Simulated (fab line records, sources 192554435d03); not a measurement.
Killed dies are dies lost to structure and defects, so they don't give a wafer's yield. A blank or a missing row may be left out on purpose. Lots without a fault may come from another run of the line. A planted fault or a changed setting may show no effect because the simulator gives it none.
Chamber matching | flow n5_finfet | N5_BEOL_M6_CURE_75 on uv_cure-01: 3 sister chambers
The step cures SiCOH lowk, time 120 s. 6 wafers are shown with their chamber, then 9 later ones without.

WAFERS WITH THEIR CHAMBER
wafer  | chamber | wafer_temp_C_max | lamp_power_pct (%)
L079.4 | 1       | 371.3            | 52.27
L079.6 | 1       | 370.9            | 52.27
L081.4 | 2       | 371.6            | 52.29
L081.6 | 2       | 371.2            | 52.24
L080.2 | 0       | 371.4            | 52.30
L080.3 | 0       | 371.1            | 52.29

WAFERS WITHOUT THEIR CHAMBER
wafer  | wafer_temp_C_max | lamp_power_pct (%)
L090.2 | 371.5            | 52.37
L090.3 | 371.4            | 52.32
L090.5 | 371.3            | 52.36
L092.2 | 371.2            | 52.34
L092.4 | 371.6            | 52.28
L092.6 | 371.2            | 52.32
L094.1 | 370.9            | 52.30
L094.2 | 371.3            | 52.32
L094.3 | 371.7            | 52.26

WHICH CHAMBER EACH WENT THROUGH
wafer  | from the rows above          | in truth
L090.2 | can't be placed: 0 or 1 or 2 | 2
L090.3 | can't be placed: 0 or 2 or 1 | 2
L090.5 | can't be placed: 0 or 1 or 2 | 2
L092.2 | can't be placed: 0 or 1 or 2 | 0
L092.4 | can't be placed: 2 or 0 or 1 | 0
L092.6 | can't be placed: 0 or 1 or 2 | 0
L094.1 | can't be placed: 0 or 1 or 2 | 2
L094.2 | can't be placed: 0 or 1 or 2 | 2
L094.3 | can't be placed: 2 or 1 or 0 | 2
Placed correctly: 0 of 9. Can't be placed from these rows: 9 (the true chamber is among the candidates in 9). Placed wrongly: 0.
How it was worked out, from the rows above alone: a wafer's distance from a chamber is the root of the sum, over the readings, of the square of ((its reading less the chamber's mean) divided by the reading's scatter). The wafer belongs to the nearest chamber; if the next one is less than 2 further off, it can't be placed. A chamber's mean is the mean of its shown wafers. The scatter: the root of (the sum of the squares of (reading less its chamber's mean) over the shown wafers, divided by (wafers less chambers)).
